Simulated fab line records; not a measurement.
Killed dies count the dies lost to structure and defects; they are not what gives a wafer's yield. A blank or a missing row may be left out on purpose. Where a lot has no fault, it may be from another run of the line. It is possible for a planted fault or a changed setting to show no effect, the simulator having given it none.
fab line records	flow n5-finfet
record: lots: 7	wafers: 21
route steps=1938 shown PMOS_HMC_CHANNEL_EPI@58 FIN_SAQP@130 DUMMY_GATE@224 SPACER0@259 SD_EPI_P@312 SD_ACTIVATION@330 HKMG_FIN@386 GATE_CUT@484
start-h: the number of hours between the record's first day and the start of the first shown wafer of the lot	wait-h: time in hours since the lot's previous step	" same as the row above	L1.1+2: several wafers, shown together as one row	- either no value or no given start	* or withheld: withheld	< > ~ a bound
route shown NAME@n: names a module that has steps shown in the file, with the first one's number in the route	usual: mean/standard deviation of fault-free wafers	same: alike in all rows	chamber/n: place in a boat	sites: each site's reading	_std_site: how widely they spread, as a standard deviation	_edge_site: the outer-site mean with the inner-site mean subtracted	radius-mm: how far each site lies from the wafer's centre	mask NAME#n: copy n	behind: the last tool/chamber to shape the wafer	hold: the reason the lot was held/the length of the hold in hours/how it ended	device: transistor that didn't switch, given as n, p or np	end of line: at the end of the route, the tests of the same wafers	a step with no rows: only its recipe	killed: not the wafer's yield, but the dies lost to structure and defects at the first sort	map: a wafer's dies, marking killed ones x, the rest . and places with no die _
set.NAME: the setting the step ran with; set.NAME@STEP: the setting that earlier step ran with	model.NAME: the simulator's own value behind a step, which no gauge read
lots where settings were altered on purpose, with a table for each step and a row for each wafer
== steps ==
step: N5_PMOS_HMC_CHANNEL_EPI_COAT_31
recipe: resist: BARC	temp-c: 205	time-s: 60	spin-rpm: 1500	resist-thk-nm: 66
lot.wafer	tool	chamber	start-h	wait-h	set.spin-rpm	model.BARC_of_PMOS_HMC_CHANNEL_EPI_COAT_31.thk-nm
L074.1	litho-track-05	0	16.91	0.0	1620	63.48
L074.3	"	0	"	"	1500	66.22
L074.5	"	0	"	"	1620	63.66
L076.1	litho-track-01	0	28.91	0.0	1500	65.94
L076.4	"	0	"	"	1500	65.79
L076.6	"	0	"	"	1581	64.08
L077.1	litho-track-05	0	34.75	0.0	1500	66.15
L077.2	"	0	"	"	1500	66.04
L077.4	"	0	"	"	1500	66.32
L079.1	litho-track-05	0	46.93	0.0	1386	68.93
L079.2	"	0	"	"	1386	68.77
L079.6	"	0	"	"	1500	65.95
L083.1	litho-track-05	0	70.63	0.0	1500	66.39
L083.2	"	0	"	"	1348	69.8
L083.5	"	0	"	"	1500	66.09
L086.2	litho-track-02	0	88.62	0.0	1500	66.35
L086.3	"	0	"	"	1500	66.06
L086.6	"	0	"	"	1500	66.13
L087.1	litho-track-01	0	95.40	0.0	1500	65.97
L087.3	"	0	"	"	1500	65.86
L087.6	"	0	"	"	1500	66.05
step: N5_PMOS_HMC_CHANNEL_EPI_COAT_03
recipe: resist: CAR-ArF-block	spin-rpm: 1500	resist-thk-nm: 205
lot.wafer	tool	chamber	start-h	wait-h	set.spin-rpm	model.CAR-ArF-block_of_PMOS_HMC_CHANNEL_EPI_COAT_03.thk-nm
L074.1	litho-track-05	0	-	-	1500	206.1
L074.3	"	0	"	"	1455	209
L074.5	"	0	"	"	1455	208.9
L076.1	litho-track-01	0	-	-	1500	205
L076.4	"	0	"	"	1592	198.1
L076.6	"	0	"	"	1500	205.6
L077.1	litho-track-05	0	-	-	1500	204.5
L077.2+4	"	0	"	"	1500	205
L079.1	litho-track-05	0	-	-	1560	201.4
L079.2	"	0	"	"	1500	204.9
L079.6	"	0	"	"	1560	201
L083.1	litho-track-05	0	-	-	1500	204.6
L083.2	"	0	"	"	1500	205.5
L083.5	"	0	"	"	1500	204.8
L086.2+6	litho-track-02	0	-	-	1500	205.4
L086.3	"	0	"	"	1500	206
L087.1+6	litho-track-01	0	-	-	1500	205.1
L087.3	"	0	"	"	1352	216.3
step: N5_PMOS_HMC_CHANNEL_EPI_EBR_05
recipe: solvent: PGMEA	ebr-width-mm: 1.5
step: N5_PMOS_HMC_CHANNEL_EPI_SOFTBAKE_04
recipe: temp-c: 110	time-s: 60	resist: CAR-ArF-block
step: N5_PMOS_HMC_CHANNEL_EPI_DESCUM_14
recipe: chemistry: O2	time-s: 7.9	source-power-w: 50	bias-power-w: 20	pressure-mtorr: 20	rf-frequency-hz: 2.712e+07	temp-c: 40	resist: CAR-ArF-block	o2-flow-sccm: 225
step: N5_PMOS_HMC_CHANNEL_EPI_ETCH_32
recipe: chemistry: N2/H2	target: BARC	stop-on: SiO2	target-depth-a: 858	over-etch-frac: 0.3	time-s: 50.3	ion-energy-ev: 200	mask-material: CAR-ArF-block	pressure-mtorr: 30	source-w: 840	bias-w: 150	n2-flow-sccm: 200	h2-flow-sccm: 200
lot.wafer	tool	chamber	start-h	wait-h	set.spin-rpm@PMOS_HMC_CHANNEL_EPI_COAT_31	model.etch.depth-nm
L074.1	rie-diel-05	2	17.26	0.0	1620	63.48
L074.3	"	3	"	"	1500	66.22
L074.5	"	2	"	"	1620	63.66
L076.1	rie-diel-05	0	29.39	0.0	1500	65.94
L076.4	"	1	"	"	1500	65.79
L076.6	"	3	"	"	1581	64.08
L077.1	rie-diel-03	3	35.78	0.0	1500	66.15
L077.2	"	1	"	"	1500	66.04
L077.4	"	2	"	"	1500	66.32
L079.1	rie-diel-05	0	47.39	0.0	1386	68.93
L079.2	"	1	"	"	1386	68.77
L079.6	"	3	"	"	1500	65.95
L083.1	rie-diel-05	0	71.10	0.0	1500	66.39
L083.2	"	1	"	"	1348	69.8
L083.5	"	0	"	"	1500	66.09
L086.2	rie-diel-02	1	89.09	0.0	1500	66.35
L086.3	"	3	"	"	1500	66.06
L086.6	"	0	"	"	1500	66.13
L087.1	rie-diel-05	2	96.10	0.0	1500	65.97
L087.3	"	1	"	"	1500	65.86
L087.6	"	1	"	"	1500	66.05
step: N5_FIN_SAQP_ETCH_65
recipe: chemistry: CF4	target: SiO2	target-depth-a: 40	ion-energy-ev: 350	time-s: 4.4	pressure-mtorr: 10	icp-w: 800	bias-w: 400	cf4-flow-sccm: 80
lot.wafer	tool	chamber	start-h	wait-h	set.time-s	model.etch.depth-nm
L074.1	rie-si-01	0	24.07	0.1	4.914	4.244
L074.3	"	3	"	"	4.914	4.528
L074.5	"	2	"	"	4.914	4.184
L076.1	rie-si-02	1	36.05	0.1	4.4	3.74
L076.4	"	2	"	"	4.4	4.087
L076.6	"	3	"	"	4.835	4.386
L077.1	rie-si-01	0	42.08	0.1	4.4	3.795
L077.2	"	1	"	"	3.728	3.423
L077.4	"	3	"	"	3.728	3.457
L079.1	rie-si-02	2	54.47	0.1	4.4	3.994
L079.2	"	0	"	"	4.4	4.077
L079.6	"	2	"	"	5.07	4.681
L083.1	rie-si-03	3	78.45	0.1	3.997	3.486
L083.2	"	2	"	"	3.997	3.665
L083.5	"	0	"	"	4.4	4.044
L086.2	rie-si-03	1	96.18	0.1	4.4	3.894
L086.3	"	2	"	"	4.4	4.062
L086.6	"	0	"	"	4.4	4.11
L087.1	rie-si-02	3	104.45	0.1	4.4	3.987
L087.3	"	1	"	"	4.4	3.704
L087.6	"	0	"	"	5.361	4.961
step: N5_DUMMY_GATE_COAT_28
recipe: resist: underlayer	temp-c: 205	time-s: 60	spin-rpm: 1500	resist-thk-nm: 10
lot.wafer	tool	chamber	start-h	wait-h	set.spin-rpm	model.underlayer_of_DUMMY_GATE_COAT_28.thk-nm
L074.1	litho-track-05	0	-	-	1500	10
L074.3+5	"	0	"	"	1584	9.8
L076.1+4	litho-track-03	0	-	-	1359	10.6
L076.6	"	0	"	"	1500	10
L077.1+4	litho-track-03	0	-	-	1500	10
L077.2	"	0	"	"	1387	10.4
L079.1	litho-track-05	0	-	-	1500	10
L079.2+6	"	0	"	"	1447	10.2
L083.1+2+5	litho-track-03	0	-	-	1500	10
L086.2+3+6	litho-track-02	0	-	-	1500	10
L087.1+6	litho-track-03	0	-	-	1500	10
L087.3	"	0	"	"	1375	10.6
step: N5_SPACER0_ALD_00
recipe: material: SiOCN	target-thk-a: 35	temp-c: 400	ald-precursor-family: alkyl-aminosilane	ald-co-reactant: O2/N2-plasma	pulse-time-s: 3	purge-time-s: 2	co-reactant-purge-time-s: 2	ald-cycles: 58	pressure-torr: 2
lot.wafer	tool	chamber	start-h	wait-h	set.ald-cycles	model.SiOCN_of_SPACER0_ALD_00.thk-nm
L074.1+5	ald-sin-03	0	46.84	0.1	51	3
L074.3	"	2	"	"	58	3.4
L076.1	ald-sin-02	3	58.96	0.1	51	3
L076.4+6	"	3,0	"	"	58	3.6
L077.1	ald-sin-03	0	65.55	0.1	58	3.6
L077.2+4	"	2,3	"	"	51	3
L079.1	ald-sin-02	3	86.42	0.1	64	3.8
L079.2+6	"	1,2	"	"	58	3.6
L083.1+5	ald-sin-04	0,2	103.05	0.1	58	3.6
L083.2	"	3	"	"	58	3.4
L086.2+3+6	ald-sin-03	3,0,3	119.87	0.1	58	3.6
L087.1	ald-sin-02	1	131.68	0.1	61	3.8
L087.3+6	"	3,1	"	"	58	3.6
step: N5_SD_EPI_P_ETCH_16
recipe: chemistry: CHF3/O2	target: SiO2	target-depth-a: 50	mask-material: SOC	pressure-mtorr: 30	source-w: 650	bias-w: 170	Ar_flow_sccm: 200	CHF3_flow_sccm: 50	O2_flow_sccm: 5	ion-energy-ev: 200
lot.wafer	tool	chamber	start-h	wait-h	set.target-depth-a	model.etch.depth-nm
L074.1	rie-diel-05	1	53.75	0.1	46.09	4.619
L074.3	"	0	"	"	50	5.032
L074.5	"	3	"	"	50	4.997
L076.1	rie-diel-02	2	65.05	0.1	50	4.799
L076.4	"	0	"	"	50	4.879
L076.6	"	2	"	"	45.18	4.412
L077.1	rie-diel-05	0	72.13	0.1	50	4.969
L077.2	"	2	"	"	50	4.953
L077.4	"	3	"	"	50	4.936
L079.1	rie-diel-02	3	93.29	0.1	50	4.869
L079.2	"	2	"	"	50	4.805
L079.6	"	3	"	"	51.52	5.033
L083.1	rie-diel-02	1	109.92	0.1	50	5.024
L083.2	"	0	"	"	54.12	5.323
L083.5	"	1	"	"	50	5.047
L086.2	rie-diel-05	0	125.89	0.1	50	4.926
L086.3	"	2	"	"	50	4.937
L086.6	"	2	"	"	50	4.968
L087.1	rie-diel-05	2	137.53	0.1	50	4.955
L087.3	"	1	"	"	50	4.968
L087.6	"	0	"	"	51.93	5.076
step: N5_SD_EPI_P_EPI_21
recipe: material: SiGe:B	dopant: B	temp-c: 550	pressure-torr: 20	ambient: H2	time-s: 355
lot.wafer	tool	chamber	start-h	wait-h	set.epi-growth-time-s	model.SiGe-B_of_SD_EPI_P_EPI_21.thk-nm
L074.1	epi-rpcvd-03	0	54.61	0.2	386.9	64.8
L074.3	"	0	"	"	386.9	65.2
L074.5	"	0	"	"	355	61.4
L076.1	epi-rpcvd-03	0	65.78	0.1	355	60.6
L076.4+6	"	0	66.86	1.1	364.8	62.6
L077.1	epi-rpcvd-04	0	72.87	0.1	355	62
L077.2	"	0	"	"	355	61.8
L077.4	"	0	"	"	327.4	58.2
L079.1+6	epi-rpcvd-03	0	94.02	0.1	325.2	56.2
L079.2	"	0	"	"	355	59.8
L083.1	epi-rpcvd-01	0	110.70	0.1	376.4	64.2
L083.2	"	0	"	"	355	60.8
L083.5	"	0	112.14	1.5	355	61.8
L086.2+6	epi-rpcvd-04	0	126.99	0.5	355	60.4
L086.3	"	0	"	"	355	60.6
L087.1	epi-rpcvd-03	0	138.27	0.1	344.3	60.4
L087.3	"	0	"	"	344.3	59.8
L087.6	"	0	140.07	1.8	344.3	60.6
step: N5_SD_EPI_P_HM_STRIP_48
recipe: chemistry: H3PO4	temp-c: 160	material: SiNx	target: SiNx	target-depth-a: 30	overetch-fraction: 0.3
lot.wafer	tool	chamber	start-h	wait-h	set.epi-growth-time-s@SD_EPI_P_EPI_21	model.SiGe-B_of_SD_EPI_P_EPI_21.thk-nm
L074.1	wet-bench-04	4	57.56	0.0	386.9	64.4
L074.3	"	0	"	"	386.9	64.8
L074.5	"	6	"	"	355	61
L076.1	wet-bench-01	4	68.03	0.0	355	60.4
L076.4	"	6	"	"	364.8	62.2
L076.6	"	7	"	"	364.8	62.4
L077.1+2	wet-bench-01	5,0	75.10	0.0	355	61.6
L077.4	"	2	"	"	327.4	58
L079.1	wet-bench-06	3	96.25	0.0	325.2	55.8
L079.2	"	7	"	"	355	59.4
L079.6	"	5	"	"	325.2	56
L083.1	wet-bench-01	0	112.94	0.0	376.4	63.8
L083.2	"	6	"	"	355	60.6
L083.5	"	7	"	"	355	61.4
L086.2	wet-bench-06	7	128.86	0.0	355	60
L086.3+6	"	0,1	"	"	355	60.2
L087.1	wet-bench-04	1	140.52	0.0	344.3	60
L087.3	"	2	"	"	344.3	59.6
L087.6	"	0	"	"	344.3	60.2
step: N5_SD_EPI_P_SRD_49
recipe: dry: ipa-marangoni	time-s: 30	temp-c: 23	rinse-liquid: diw
step: N5_SD_EPI_P_PRECLEAN_24
recipe: chemistry: O3/DIW	time-s: 45	temp-c: 22	o3-ppm: 10
step: N5_SD_ACTIVATION_RTA_00
recipe: temp-c: 975	time-s: 0	ambient: N2	idle-temp-c: 600	ramp-up-c-per-s: 150	ramp-down-c-per-s: 60	cool-to-c: 600
step: N5_SD_ACTIVATION_LSA_01
recipe: temp-c: 1080	time-s: 0.0008	ambient: N2
step: N5_SD_ACTIVATION_RS_MEAS_03
recipe: thk-meas-gauge: four-point-probe
usual: RS_SD_N: 21.93/0.3	RS_SD_P: 56.0/1
lot.wafer	tool	chamber	start-h	wait-h	set.epi-growth-time-s@SD_EPI_P_EPI_21	RS_SD_N[ohm/sq]	RS_SD_P[ohm/sq]
L074.1	film-metro-01	-	58.14	0.2	386.9	21.70	53.1
L074.3	"	-	"	"	386.9	21.74	52.4
L074.5	"	-	"	"	355	21.79	56.3
L076.1	film-metro-01	-	68.60	0.2	355	21.86	56.7
L076.4	"	-	"	"	364.8	22.31	54.5
L076.6	"	-	"	"	364.8	22.19	54.2
L077.1	film-metro-01	-	76.10	0.2	355	21.46	55.6
L077.2	"	-	"	"	355	21.82	56.0
L077.4	"	-	"	"	327.4	21.51	58.9
L079.1	film-metro-02	-	96.82	0.2	325.2	21.97	61.3
L079.2	"	-	"	"	355	22.23	57.2
L079.6	"	-	"	"	325.2	21.93	60.5
L083.1	film-metro-02	-	113.53	0.2	376.4	21.25	52.1
L083.2	"	-	"	"	355	21.38	55.1
L083.5	"	-	"	"	355	21.32	54.0
L086.2	film-metro-02	-	129.46	0.2	355	21.92	56.9
L086.3	"	-	"	"	355	22.02	57.1
L086.6	"	-	"	"	355	22.14	57.5
L087.1	film-metro-02	-	142.07	0.2	344.3	22.08	57.1
L087.3	"	-	"	"	344.3	22.20	57.3
L087.6	"	-	"	"	344.3	22.08	56.7
step: N5_HKMG_FIN_HK_ALD_01
recipe: material: HfO2	target-thk-a: 16	temp-c: withheld	ald-precursor-family: HfCl4	ald-co-reactant: H2O	pulse-time-s: 3	purge-time-s: 3	co-reactant-purge-time-s: 2.5	co-reactant-pulse-time-s: 0.3	ald-cycles: 30
lot.wafer	tool	chamber	start-h	wait-h	set.ald-cycles
L074.1+3+5	ald-hk-02	0,3,2	69.76	0.0	29
L076.1+4+6	ald-hk-01	3,0,2	80.20	0.0	30
L077.1+2	ald-hk-02	1,2	88.05	0.0	30
L077.4	"	0	"	"	33
L079.1	ald-hk-01	2	109.99	0.0	26
L079.2+6	"	0,1	"	"	30
L083.1+2+5	ald-hk-03	0,2,0	125.73	0.0	30
L086.2+3+6	ald-hk-03	1,3,3	141.07	0.0	30
L087.1+3	ald-hk-01	2,3	154.11	0.0	30
L087.6	"	3	"	"	28
step: N5_HKMG_FIN_HK_ANNEAL_02
recipe: temp-c: 700	time-s: 30	ambient: N2	idle-temp-c: 600	ramp-up-c-per-s: 150	ramp-down-c-per-s: 60	cool-to-c: 600
step: N5_HKMG_FIN_ALD_74
recipe: material: La2O3	target-thk-a: 5	temp-c: 250	ald-precursor-family: La-Cp	ald-co-reactant: O3	pulse-time-s: 6	co-reactant-pulse-time-s: 1	purge-time-s: 3	co-reactant-purge-time-s: 3
step: N5_HKMG_FIN_WET_ETCH_82
recipe: chemistry: dHCl	mix: 1:10000	temp-c: 25	target: La2O3	stop-on: HfO2	target-depth-nm: 2	dry: ipa-marangoni	rinse-time-s: 30	rinse-temp-c: 23
step: N5_HKMG_FIN_ALD_36
recipe: material: TiN	target-thk-a: 10	temp-c: 400	ald-precursor-family: TiCl4	ald-co-reactant: NH3	pulse-time-s: 1	purge-time-s: 3	co-reactant-purge-time-s: 2	co-reactant-pulse-time-s: 2	ald-cycles: 47	pressure-torr: 3
step: N5_HKMG_FIN_THK_MEAS_70
recipe: thk-meas-gauge: xrf	reads: HfO2_of_HKMG_FIN_HK_ALD_01
usual: HK_THK: 1.620/0.022
lot.wafer	tool	chamber	start-h	wait-h	set.ald-cycles@HKMG_FIN_HK_ALD_01	HK_THK[nm]
L074.1	film-metro-01	-	73.21	0.2	29	1.539
L074.3	"	-	"	"	29	1.552
L074.5	"	-	"	"	29	1.569
L076.1	film-metro-02	-	84.16	0.2	30	1.655
L076.4	"	-	"	"	30	1.661
L076.6	"	-	"	"	30	1.591
L077.1	film-metro-02	-	91.65	0.2	30	1.626
L077.2	"	-	"	"	30	1.650
L077.4	"	-	"	"	33	1.756
L079.1	film-metro-01	-	113.48	0.2	26	1.390
L079.2	"	-	"	"	30	1.635
L079.6	"	-	"	"	30	1.638
L083.1	film-metro-02	-	129.21	0.2	30	1.599
L083.2	"	-	"	"	30	1.593
L083.5	"	-	"	"	30	1.613
L086.2	film-metro-02	-	144.76	0.2	30	1.635
L086.3	"	-	"	"	30	1.559
L086.6	"	-	"	"	30	1.618
L087.1	film-metro-02	-	157.63	0.2	30	1.620
L087.3	"	-	"	"	30	1.651
L087.6	"	-	"	"	28	1.506
step: N5_GATE_CUT_EXPOSE_10
recipe: mask-id: GATE_CUT	na: 0.33	source-shape: annular	sigma-inner: 0.35	sigma-outer: 0.8	polarization: unpolarized	target-cd-nm: 20	dose-mj: 43.25
lot.wafer	tool	chamber	start-h	wait-h	mask	set.dose-mj
L074.1+3+5	euv-scanner-02	0	82.62	-	GATE_CUT#0	43.25
L076.1+4	euv-scanner-01	0	93.03	-	GATE_CUT#0	46.41
L076.6	"	0	"	"	GATE_CUT#0	43.25
L077.1+2+4	euv-scanner-01	0	100.66	-	GATE_CUT#0	43.25
L079.1+2	euv-scanner-01	0	122.68	-	GATE_CUT#0	43.25
L079.6	"	0	"	"	GATE_CUT#0	44.48
L083.1+2+5	euv-scanner-01	0	139.18	-	GATE_CUT#0	43.25
L086.2+3+6	euv-scanner-02	0	154.51	-	GATE_CUT#0	43.25
L087.1+6	euv-scanner-02	0	166.77	-	GATE_CUT#0	45.91
L087.3	"	0	"	"	GATE_CUT#0	43.25
step: N5_GATE_CUT_DESCUM_18
recipe: chemistry: O2	time-s: 7	source-power-w: 50	bias-power-w: 20	pressure-mtorr: 20	rf-frequency-hz: 2.712e+07	temp-c: 40	resist: CAR-EUV	o2-flow-sccm: 225
lot.wafer	tool	chamber	start-h	wait-h	set.time-s	set.dose-mj@GATE_CUT_EXPOSE_10	model.GATE_CUT.cd-nm	model.CAR-EUV_of_GATE_CUT_COAT_07.thk-nm
L074.1+5	rie-diel-05	3,1	83.07	0.2	5.632	43.25	19.8	27
L074.3	"	0	"	"	7	43.25	20	26.4
L076.1	rie-diel-03	1	93.28	0.0	7	46.41	21.6	26.2
L076.4	"	2	"	"	7	46.41	21.4	26.2
L076.6	"	1	"	"	7	43.25	20.4	26.2
L077.1	rie-diel-05	1	100.92	0.0	8.49	43.25	20.4	25.4
L077.2	"	2	"	"	8.49	43.25	20.8	25.4
L077.4	"	0	"	"	7	43.25	20.6	26.2
L079.1	rie-diel-05	0	122.93	0.0	6.016	43.25	19.6	26.6
L079.2	"	1	"	"	7	43.25	19.6	26.4
L079.6	"	0	"	"	7	44.48	20.8	26.2
L083.1+5	rie-diel-03	1	139.43	0.0	6.12	43.25	20.2	26.6
L083.2	"	2	"	"	7	43.25	20.2	26.4
L086.2	rie-diel-05	0	155.11	0.4	7	43.25	20.8	26.2
L086.3+6	"	3,1	"	"	7	43.25	20.2	26.2
L087.1	rie-diel-02	1	167.07	0.1	8.374	45.91	21.4	25.4
L087.3	"	2	"	"	7	43.25	20	26
L087.6	"	2	"	"	7	45.91	21.6	26
step: N5_GATE_CUT_ETCH_28
recipe: chemistry: N2/H2	target: underlayer	target-depth-a: 130	mask-material: CAR-EUV	time-s: 10.4	ion-energy-ev: 200	pressure-mtorr: 30	source-w: 840	bias-w: 150	n2-flow-sccm: 200	h2-flow-sccm: 200	ends: cleared
lot.wafer	tool	chamber	start-h	wait-h	set.dose-mj@GATE_CUT_EXPOSE_10	set.time-s@GATE_CUT_DESCUM_18	model.GATE_CUT.cd-nm	model.CAR-EUV_of_GATE_CUT_COAT_07.thk-nm
L074.1	rie-diel-05	3	83.10	0.0	43.25	5.632	19.8	15.4
L074.3	"	0	"	"	43.25	7	20	14.8
L074.5	"	1	"	"	43.25	5.632	19.6	15.6
L076.1	rie-diel-03	1	93.32	0.0	46.41	7	21.6	14.8
L076.4	"	2	"	"	46.41	7	21.2	14.8
L076.6	"	1	"	"	43.25	7	20.4	14.8
L077.1	rie-diel-05	1	100.95	0.0	43.25	8.49	20.2	14
L077.2	"	2	"	"	43.25	8.49	20.8	14
L077.4	"	0	"	"	43.25	7	20.6	14.6
L079.1	rie-diel-05	0	122.97	0.0	43.25	6.016	19.6	15.2
L079.2	"	1	"	"	43.25	7	19.6	15
L079.6	"	0	"	"	44.48	7	20.8	14.8
L083.1	rie-diel-03	1	139.47	0.0	43.25	6.12	20	15.2
L083.2	"	2	"	"	43.25	7	20.2	14.8
L083.5	"	1	"	"	43.25	6.12	20.2	15.4
L086.2	rie-diel-05	0	155.14	0.0	43.25	7	20.6	14.8
L086.3+6	"	3,1	"	"	43.25	7	20.2	14.8
L087.1	rie-diel-02	1	167.11	0.0	45.91	8.374	21.4	13.8
L087.3	"	2	"	"	43.25	7	20	14.8
L087.6	"	2	"	"	45.91	7	21.4	14.6
step: N5_GATE_CUT_ETCH_36
recipe: chemistry: CF4	target: SiARC	target-depth-a: 130	mask-material: CAR-EUV	time-s: 21.7	ion-energy-ev: 80	pressure-mtorr: 40	source-w: 545	bias-w: 36	Ar_flow_sccm: 100	cf4-flow-sccm: 100	ends: cleared
lot.wafer	tool	chamber	start-h	wait-h	set.time-s@GATE_CUT_DESCUM_18	model.CAR-EUV_of_GATE_CUT_COAT_07.thk-nm
L074.1+5	rie-diel-05	3,1	83.12	0.0	5.632	7.8
L074.3	"	0	"	"	7	7.2
L076.1+4	rie-diel-03	1,2	93.34	0.0	7	7
L076.6	"	1	"	"	7	7.2
L077.1+2	rie-diel-05	1,2	100.97	0.0	8.49	6.2
L077.4	"	0	"	"	7	7
L079.1	rie-diel-05	0	122.99	0.0	6.016	7.4
L079.2	"	1	"	"	7	7.2
L079.6	"	0	"	"	7	7
L083.1+5	rie-diel-03	1	139.49	0.0	6.12	7.6
L083.2	"	2	"	"	7	7.2
L086.2+3	rie-diel-05	0,3	155.16	0.0	7	7
L086.6	"	1	"	"	7	7.2
L087.1	rie-diel-02	1	167.13	0.0	8.374	6.2
L087.3+6	"	2	"	"	7	7
== key ==
split: step: N5_PMOS_HMC_CHANNEL_EPI_COAT_31	setting: spin-rpm	stated: 1500	by: wafer
response: step: N5_PMOS_HMC_CHANNEL_EPI_COAT_31	reading: model.BARC_of_PMOS_HMC_CHANNEL_EPI_COAT_31.thk-nm	change: -0.351	per: 1%	r: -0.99
response: step: N5_PMOS_HMC_CHANNEL_EPI_ETCH_32	reading: model.etch.depth-nm	change: -0.351	per: 1%	r: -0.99
split: step: N5_PMOS_HMC_CHANNEL_EPI_COAT_03	setting: spin-rpm	stated: 1500	by: wafer
response: step: N5_PMOS_HMC_CHANNEL_EPI_COAT_03	reading: model.CAR-ArF-block_of_PMOS_HMC_CHANNEL_EPI_COAT_03.thk-nm	change: -1.11	per: 1%	r: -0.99
split: step: N5_FIN_SAQP_ETCH_65	setting: time-s	stated: 4.4	by: wafer
response: step: N5_FIN_SAQP_ETCH_65	reading: model.etch.depth-nm	change: +0.0432	per: 1%	r: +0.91
split: step: N5_DUMMY_GATE_COAT_28	setting: spin-rpm	stated: 1500	by: wafer
response: step: N5_DUMMY_GATE_COAT_28	reading: model.underlayer_of_DUMMY_GATE_COAT_28.thk-nm	change: -0.0599	per: 1%	r: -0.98
split: step: N5_SPACER0_ALD_00	setting: ald-cycles	stated: 58	by: wafer
response: step: N5_SPACER0_ALD_00	reading: model.SiOCN_of_SPACER0_ALD_00.thk-nm	change: +0.0393	per: 1%	r: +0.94
split: step: N5_SD_EPI_P_ETCH_16	setting: target-depth-a	stated: 50	by: wafer
response: step: N5_SD_EPI_P_ETCH_16	reading: model.etch.depth-nm	change: +0.0432	per: 1%	r: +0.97
split: step: N5_SD_EPI_P_EPI_21	setting: epi-growth-time-s	stated: 355	by: wafer
response: step: N5_SD_EPI_P_EPI_21	reading: model.SiGe-B_of_SD_EPI_P_EPI_21.thk-nm	change: +0.447	per: 1%	r: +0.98
response: step: N5_SD_EPI_P_HM_STRIP_48	reading: model.SiGe-B_of_SD_EPI_P_EPI_21.thk-nm	change: +0.438	per: 1%	r: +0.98
response: step: N5_SD_ACTIVATION_RS_MEAS_03	reading: RS_SD_P	change: -0.42	per: 1%	r: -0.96
split: step: N5_HKMG_FIN_HK_ALD_01	setting: ald-cycles	stated: 30	by: wafer
response: step: N5_HKMG_FIN_THK_MEAS_70	reading: HK_THK	change: +0.0165	per: 1%	r: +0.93
split: step: N5_GATE_CUT_EXPOSE_10	setting: dose-mj	stated: 43.25	by: wafer
response: step: N5_GATE_CUT_DESCUM_18	reading: model.GATE_CUT.cd-nm	change: +0.208	per: 1%	r: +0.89
response: step: N5_GATE_CUT_ETCH_28	reading: model.GATE_CUT.cd-nm	change: +0.195	per: 1%	r: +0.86
split: step: N5_GATE_CUT_DESCUM_18	setting: time-s	stated: 7	by: wafer
response: step: N5_GATE_CUT_DESCUM_18	reading: model.CAR-EUV_of_GATE_CUT_COAT_07.thk-nm	change: -0.03	per: 1%	r: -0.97
response: step: N5_GATE_CUT_ETCH_28	reading: model.CAR-EUV_of_GATE_CUT_COAT_07.thk-nm	change: -0.0347	per: 1%	r: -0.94
response: step: N5_GATE_CUT_ETCH_36	reading: model.CAR-EUV_of_GATE_CUT_COAT_07.thk-nm	change: -0.0341	per: 1%	r: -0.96
